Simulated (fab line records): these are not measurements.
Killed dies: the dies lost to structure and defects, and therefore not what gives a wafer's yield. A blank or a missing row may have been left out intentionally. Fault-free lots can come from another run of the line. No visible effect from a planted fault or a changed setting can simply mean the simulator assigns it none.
Which tool did it? ; flow n5-finfet ; Sampling: 9 lots, 27 wafers, 3 of 1938 route steps

== WHAT THE GAUGES READ, wafer by wafer ==
N5_BEOL_M8_THK_MEAS_01. Usual: M8_ILD_THK gives 154.9 nm (standard deviation 1.8).
lot;measured;on;M8_ILD_THK (nm);flag
L319;day 10 00:19;film-metro-02;154.8 153.3 156.8;
L318;day 10 19:32;film-metro-02;154.1 157.2 156.7;
L320;day 11 06:46;film-metro-02;156.4 157.5 157.4;
L324;day 12 05:25;film-metro-02;152.8 152.5 154.3;
L328;day 13 07:26;film-metro-01;156.4 156.6 155.9;
L332;day 14 03:16;film-metro-01;154.8 156.2 157.6;
L336;day 15 00:07;film-metro-02;155.7 154.8 154.5;
L339;day 15 01:08;film-metro-01;152.4 155.2 154.0;
L340;day 16 02:14;film-metro-02;153.6 157.2 156.5;

N5_BEOL_M8_INSPECT_30: inspects for defects (brightfield). Usual: 419 for raw-defect-count, sd 93.
lot;measured;on;raw-defect-count;flag
L319;day 10 04:44;defect-inspect-01;406 446 386;
L318;day 10 22:44;defect-inspect-01;265 262 329;
L320;day 11 09:52;defect-inspect-01;531 290 454;
L324;day 12 07:53;defect-inspect-02;425 421 343;
L328;day 13 10:36;defect-inspect-01;384 317 449;
L332;day 14 07:29;defect-inspect-01;428 1881 1728;OFF
L336;day 15 02:04;defect-inspect-02;357 457 304;
L339;day 15 07:48;defect-inspect-02;463 421 513;
L340;day 16 04:37;defect-inspect-01;453 344 402;

== WHICH TOOL RAN EACH LOT (tool, then ch and the chambers of the sampled wafers, then the start) ==
lot;N5_BEOL_M8_STRIP_19
L319;rie-diel-01 ch 1,2, day 10 03:26
L318;rie-diel-06 ch 2,3, day 10 22:09
L320;rie-diel-01 ch 2,3, day 11 09:10
L324;rie-diel-03 ch 1,2, day 12 07:21
L328;rie-diel-03 ch 0,2, day 13 09:10
L332;rie-diel-03 ch 0,2, day 14 06:14
L336;rie-diel-06 ch 1,3, day 15 01:04
L339;rie-diel-06 ch 0,1, day 15 03:28
L340;rie-diel-06 ch 0,2,3, day 16 04:01
- N5_BEOL_M8_STRIP_19: strips in O2.

== AS READ BY THE TOOLS THEMSELVES (means over the sampled wafers that have a number; for cases with no such wafer, the mark the record gives instead) ==
N5_BEOL_M8_STRIP_19. Usual: drypump-motor-current-A 5.7 A, standard deviation 0.36; o2-flow-sccm 224.9 sccm, standard deviation 0.62; oes-product-au 0.82 a.u., standard deviation 0.086; rf-vpp-V 3.7 V, standard deviation 0.63; showerhead-plenum-p-Torr 2.13 Torr, standard deviation 0.075; throttle-valve-pct 16.69 %, standard deviation 0.27.
lot;tool;drypump-motor-current-A (A);o2-flow-sccm (sccm);oes-product-au (a.u.);rf-vpp-V (V);showerhead-plenum-p-Torr (Torr);throttle-valve-pct (%);flag
L319;rie-diel-01;5.8;224.4;0.75;3.2;2.15;16.73;
L318;rie-diel-06;6.4;224.6;0.76;3.6;2.09;16.94;
L320;rie-diel-01;6.0;224.4;0.83;3.9;2.08;16.44;
L324;rie-diel-03;5.7;225.2;0.83;3.2;2.21;16.57;
L328;rie-diel-03;5.8;225.1;0.84;3.3;2.18;16.82;
L332;rie-diel-03;5.9;225.1;0.89;3.8;2.16;16.75;
L336;rie-diel-06;5.7;224.8;0.78;4.4;2.04;16.86;
L339;rie-diel-06;5.8;225.0;0.76;3.4;2.04;16.94;
L340;rie-diel-06;6.0;224.7;0.72;3.6;2.08;16.92;

== THE ANSWER, worked out from the rows above alone ==
Rule: a lot is off if the mean of its wafers that have a number lies more than 3 standard deviations from the usual mean. Also off: a lot with no number at a reading for which 4 or more lots have one. All remaining lots with rows at the step are treated as sound. Order of review: gauges by route order, followed by the tools' own readings, for which a lot's mean as printed above is used. At the first step where some lot is off, the reading lying furthest off is the one used; lots without a number count as furthest.
Off at N5_BEOL_M8_INSPECT_30 (raw-defect-count): L332.
If a tool, at a process step before that reading, ran all the lots that are off and no sound lot after the first of them, it fits. Those tools and the gauges at N5_BEOL_M8_INSPECT_30 are tried in the same way. One fits: N5_BEOL_M8_STRIP_19 on rie-diel-03. A fault onset in the window from L328 (day 13 09:10, its last sound lot) to L332 (day 14 06:14, its first lot off) fits.

== WHAT HAD BEEN PUT IN BY THE SIMULATOR ==
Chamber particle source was rie-diel-03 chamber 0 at N5_BEOL_M8_STRIP_19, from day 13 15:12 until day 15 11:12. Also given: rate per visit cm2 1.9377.
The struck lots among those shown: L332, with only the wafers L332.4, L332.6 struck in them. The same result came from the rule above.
